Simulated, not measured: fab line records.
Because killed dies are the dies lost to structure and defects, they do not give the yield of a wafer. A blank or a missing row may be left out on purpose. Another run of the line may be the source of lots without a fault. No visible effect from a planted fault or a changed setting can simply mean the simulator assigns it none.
Which tool is to blame? | flow nandHarc | 15 lots, 45 wafers sampled, at 5 steps of a route of 1159

WHAT THE GAUGES SHOWED, per wafer
NHARC_A_BLC_INSPECT_28.
lot  | measured     | on               | rawDefectCount
L307 | day 18 17:50 | defectInspect-01 | 414 302 291
L308 | day 18 18:49 | defectInspect-02 | 477 572 375
L310 | day 18 19:41 | defectInspect-02 | 504 524 577
L309 | day 18 20:01 | defectInspect-01 | 303 414 383
L311 | day 18 22:56 | defectInspect-02 | 431 437 474
L315 | day 20 02:41 | defectInspect-01 | 419 565 469
L319 | day 21 06:37 | defectInspect-02 | 307 240 305
L318 | day 21 20:38 | defectInspect-02 | 6633 6750 6584
L323 | day 22 04:19 | defectInspect-02 | 6663 6641 6753
L317 | day 22 07:07 | defectInspect-02 | 6809 6565 6573
L325 | day 22 09:52 | defectInspect-02 | 701 443 600
L326 | day 22 16:01 | defectInspect-02 | 485 464 408
L327 | day 22 21:36 | defectInspect-01 | 307 318 338
L329 | day 22 21:10 | defectInspect-02 | 667 532 674
L328 | day 23 04:59 | defectInspect-02 | 392 389 269

TOOL THAT RAN EACH LOT (tool first, then ch and the chambers of the sampled wafers, then the start)
lot  | NHARC_A_BLC_DESCUM_15             | NHARC_A_BLC_STRIP_21              | NHARC_A_BLC_PVD_32                     | NHARC_A_BLC_CMP_25
L307 | rieDiel-06 ch 0,1,2, day 18 04:39 | rieDiel-06 ch 1,2,3, day 18 05:48 | pvdSputter-01, day 18 17:28 or earlier | cmp-01 ch 1,2,3, day 18 17:28
L308 | rieDiel-09 ch 0,1,2, day 18 06:35 | rieDiel-09 ch 0,1,3, day 18 07:44 | pvdSputter-01, day 18 18:25 or earlier | cmp-03 ch 1,2,3, day 18 18:25
L310 | rieDiel-09 ch 0,1,2, day 18 09:40 | rieDiel-09 ch 1,2, day 18 10:49   | pvdSputter-02, day 18 19:19 or earlier | cmp-04 ch 0,1,3, day 18 19:19
L309 | rieDiel-08 ch 0,1,3, day 18 10:32 | rieDiel-09 ch 0,1, day 18 11:43   | pvdSputter-01, day 18 19:38 or earlier | cmp-01 ch 2,3, day 18 19:38
L311 | rieDiel-09 ch 0,1,2, day 18 12:46 | rieDiel-09 ch 0,1,3, day 18 13:54 | pvdSputter-03, day 18 22:32 or earlier | cmp-04 ch 1,2,3, day 18 22:32
L315 | rieDiel-06 ch 1,2,3, day 19 16:33 | rieDiel-09 ch 2,3, day 19 17:41   | pvdSputter-02, day 20 02:17 or earlier | cmp-04 ch 0,2,3, day 20 02:17
L319 | rieDiel-06 ch 0,1,3, day 21 03:12 | rieDiel-06 ch 0,2, day 21 04:23   | pvdSputter-03, day 21 06:11 or earlier | cmp-01 ch 0,3, day 21 06:11
L318 | rieDiel-09 ch 0,2, day 21 14:40   | rieDiel-09 ch 0,3, day 21 15:48   | pvdSputter-03, day 21 20:13 or earlier | cmp-01 ch 0,2, day 21 20:13
L323 | rieDiel-09 ch 1,2,3, day 21 20:32 | rieDiel-09 ch 0,3, day 21 21:41   | pvdSputter-01, day 22 03:54 or earlier | cmp-01 ch 0,3, day 22 03:54
L317 | rieDiel-09 ch 0,3, day 22 04:10   | rieDiel-09 ch 0,2,3, day 22 05:19 | pvdSputter-03, day 22 06:42 or earlier | cmp-01 ch 0,1,2, day 22 06:42
L325 | rieDiel-06 ch 0,1,3, day 22 05:50 | rieDiel-08 ch 0,1,2, day 22 06:59 | pvdSputter-03, day 22 09:28 or earlier | cmp-03 ch 0,1,3, day 22 09:28
L326 | rieDiel-06 ch 1,2, day 22 12:43   | rieDiel-09 ch 1,2,3, day 22 14:04 | pvdSputter-02, day 22 15:35 or earlier | cmp-03 ch 0,1,2, day 22 15:35
L327 | rieDiel-09 ch 0,1,2, day 22 17:34 | rieDiel-09 ch 0,1,3, day 22 18:43 | pvdSputter-02, day 22 21:10 or earlier | cmp-04 ch 0,2,3, day 22 21:10
L329 | rieDiel-06 ch 0,1,3, day 22 17:48 | rieDiel-06 ch 2,3, day 22 18:56   | pvdSputter-03, day 22 20:46 or earlier | cmp-04 ch 0,1,2, day 22 20:46
L328 | rieDiel-08 ch 0,3, day 22 21:20   | rieDiel-06 ch 0,1, day 22 22:29   | pvdSputter-03, day 23 04:40 or earlier | cmp-04 ch 0,1,2, day 23 04:40
- NHARC_A_BLC_DESCUM_15: chemistry O2, time 3 s.
- NHARC_A_BLC_STRIP_21: strips in O2.
- NHARC_A_BLC_PVD_32: deposits Ti, target thk 5 nm, time 17.7 s.
- NHARC_A_BLC_CMP_25: polishes, t overpolish 30 s, target thk 150 nm.

AS READ BY THE TOOLS THEMSELVES (means over the sampled wafers that have a number; for cases with no such wafer, the mark the record gives instead)
NHARC_A_BLC_DESCUM_15.
lot  | tool       | chamberPressureMTorr (mTorr) | drypumpMotorCurrentA (A) | oesProductAu (a.u.) | rfVppV (V) | showerheadPlenumPTorr (Torr) | throttleValvePct (%)
L307 | rieDiel-06 | 59.99                        | 5.7                      | 1.009               | 57.5       | 1.98                         | 11.317
L308 | rieDiel-09 | 59.98                        | 5.6                      | 0.998               | 57.8       | 1.97                         | 11.311
L310 | rieDiel-09 | 60.05                        | 5.6                      | 1.000               | 57.4       | 1.96                         | 11.306
L309 | rieDiel-08 | 60.00                        | 5.4                      | 0.995               | 57.4       | 1.86                         | 11.311
L311 | rieDiel-09 | 60.01                        | 5.6                      | 1.003               | 58.1       | 1.96                         | 11.309
L315 | rieDiel-06 | 59.95                        | 6.1                      | 0.995               | 58.4       | 1.90                         | 11.313
L319 | rieDiel-06 | 59.18                        | 5.8                      | 1.000               | 58.2       | 1.91                         | 11.311
L318 | rieDiel-09 | 59.96                        | 5.5                      | 1.012               | 59.4       | 1.98                         | 11.315
L323 | rieDiel-09 | 60.04                        | 5.6                      | 1.009               | 57.2       | 1.91                         | 11.307
L317 | rieDiel-09 | 60.04                        | 5.4                      | 1.008               | 57.9       | 1.91                         | 11.310
L325 | rieDiel-06 | 59.96                        | 5.8                      | 1.008               | 57.6       | 1.91                         | 11.306
L326 | rieDiel-06 | 60.00                        | 5.8                      | 1.004               | 58.0       | 1.94                         | 11.311
L327 | rieDiel-09 | 59.97                        | 5.6                      | 1.007               | 57.3       | 1.96                         | 11.320
L329 | rieDiel-06 | 59.99                        | 5.8                      | 1.010               | 58.1       | 1.90                         | 11.306
L328 | rieDiel-08 | 60.02                        | 5.2                      | 1.011               | 56.6       | 1.84                         | 11.314

NHARC_A_BLC_STRIP_21.
lot  | tool       | chamberPressureMTorr (mTorr) | drypumpMotorCurrentA (A) | oesProductAu (a.u.) | rfVppV (V) | showerheadPlenumPTorr (Torr) | throttleValvePct (%)
L307 | rieDiel-06 | 60.01                        | 6.1                      | 1.005               | 58.1       | 3.50                         | 17.042
L308 | rieDiel-09 | 59.97                        | 5.5                      | 0.998               | 57.7       | 3.49                         | 17.025
L310 | rieDiel-09 | 60.01                        | 5.7                      | 1.002               | 58.1       | 3.65                         | 17.040
L309 | rieDiel-09 | 60.00                        | 5.5                      | 1.002               | 57.8       | 3.58                         | 17.042
L311 | rieDiel-09 | 60.01                        | 5.5                      | 1.012               | 56.5       | 3.49                         | 17.034
L315 | rieDiel-09 | 59.97                        | 5.6                      | 1.005               | 58.0       | 3.47                         | 17.032
L319 | rieDiel-06 | 60.00                        | 5.6                      | 0.999               | 57.8       | 3.70                         | 17.037
L318 | rieDiel-09 | 59.99                        | 5.4                      | 0.998               | 58.7       | 3.53                         | 17.040
L323 | rieDiel-09 | 60.01                        | 5.4                      | 1.001               | 57.1       | 3.53                         | 17.041
L317 | rieDiel-09 | 60.03                        | 5.6                      | 1.001               | 57.4       | 3.56                         | 17.037
L325 | rieDiel-08 | 59.97                        | 5.9                      | 1.003               | 57.2       | 3.54                         | 17.037
L326 | rieDiel-09 | 59.99                        | 5.6                      | 1.005               | 58.5       | 3.52                         | 17.037
L327 | rieDiel-09 | 59.99                        | 5.5                      | 0.996               | 57.4       | 3.48                         | 17.032
L329 | rieDiel-06 | 59.98                        | 6.4                      | 1.001               | 57.3       | 3.54                         | 17.036
L328 | rieDiel-06 | 60.00                        | 5.4                      | 1.005               | 58.6       | 3.66                         | 17.026

NHARC_A_BLC_PVD_32.
lot  | tool          | throttleValvePct (%)
L307 | pvdSputter-01 | 30.1
L308 | pvdSputter-01 | 30.2
L310 | pvdSputter-02 | 30.0
L309 | pvdSputter-01 | 30.3
L311 | pvdSputter-03 | 30.5
L315 | pvdSputter-02 | 30.0
L319 | pvdSputter-03 | 29.8
L318 | pvdSputter-03 | 30.0
L323 | pvdSputter-01 | 30.4
L317 | pvdSputter-03 | 29.3
L325 | pvdSputter-03 | 29.5
L326 | pvdSputter-02 | 29.3
L327 | pvdSputter-02 | 30.0
L329 | pvdSputter-03 | 30.4
L328 | pvdSputter-03 | 31.2

NHARC_A_BLC_CMP_25.
lot  | tool   | edgeZonePressureFrac | motorCurrentA (A) | overpolishRunS (s) | timeToEndpointS (s)
L307 | cmp-01 | 0.998                | 13.0              | 30.001             | 30.7
L308 | cmp-03 | 1.000                | 12.6              | 29.994             | 29.0
L310 | cmp-04 | 0.999                | 11.7              | 30.001             | 29.2
L309 | cmp-01 | 0.993                | 12.9              | 30.005             | 28.7
L311 | cmp-04 | 0.998                | 12.2              | 29.996             | 30.3
L315 | cmp-04 | 1.001                | 11.5              | 29.991             | 28.0
L319 | cmp-01 | 1.003                | 11.9              | 30.005             | 30.8
L318 | cmp-01 | -                    | -                 | -                  | -
L323 | cmp-01 | -                    | -                 | -                  | -
L317 | cmp-01 | -                    | -                 | -                  | -
L325 | cmp-03 | 1.004                | 13.0              | 30.002             | 28.9
L326 | cmp-03 | 1.000                | 12.8              | 29.995             | 30.9
L327 | cmp-04 | 0.997                | 11.6              | 29.994             | 28.8
L329 | cmp-04 | 0.999                | 11.6              | 30.001             | 28.9
L328 | cmp-04 | 0.997                | 11.2              | 30.001             | 30.2

THE ANSWER, worked out from the rows above alone
Rule: what is usual is taken from the lots themselves. The widest of any qualifying gaps counts: lots, ordered by their means at a reading, are off when they make up no more than a third of the lots, leave a main group of 4 or more, and stand apart from it by 3 or more times the standard deviation of that group's means. A main group whose means are all the same, to the digits that the tables above print for the reading, isn't used. Also off: a lot with no number at a reading for which 4 or more lots have one. The other lots that the step has rows for count as sound. The gauges are gone through in route order, then the tools' own readings, and for those a lot's mean is taken as printed above. At the first step where some lot is off, the reading lying furthest off is the one used; lots without a number count as furthest.
Off: L318, L323, L317 (NHARC_A_BLC_INSPECT_28, rawDefectCount). For the main group the mean is 438 and the standard deviation 1e+02.
A tool fits if, at a process step before that reading, it ran every lot that is off, and no sound lot after the first of them. Not tried: the gauges at NHARC_A_BLC_INSPECT_28; whatever is off there is also off at NHARC_A_BLC_CMP_25, on other tools, and gauge error can't account for it. Because NHARC_A_BLC_PVD_32 lacks a start for some lots, the hours and order of its lots are taken from NHARC_A_BLC_CMP_25. One fits: cmp-01 at NHARC_A_BLC_CMP_25. Its last sound lot is L319 (day 21 06:11), its first lot that is off L318 (day 21 20:13): a fault that began between those two fits.
Blank at NHARC_A_BLC_CMP_25 on the lots that are off, where sound lots have numbers: edgeZonePressureFrac, motorCurrentA, overpolishRunS, timeToEndpointS.

WHAT THE SIMULATOR PUT IN
Whole step skipped at NHARC_A_BLC_CMP_25 on cmp-01, starting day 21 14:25. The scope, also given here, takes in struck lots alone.
Shown lots that were struck: L318, L323, L317. The rule above reached the same finding.
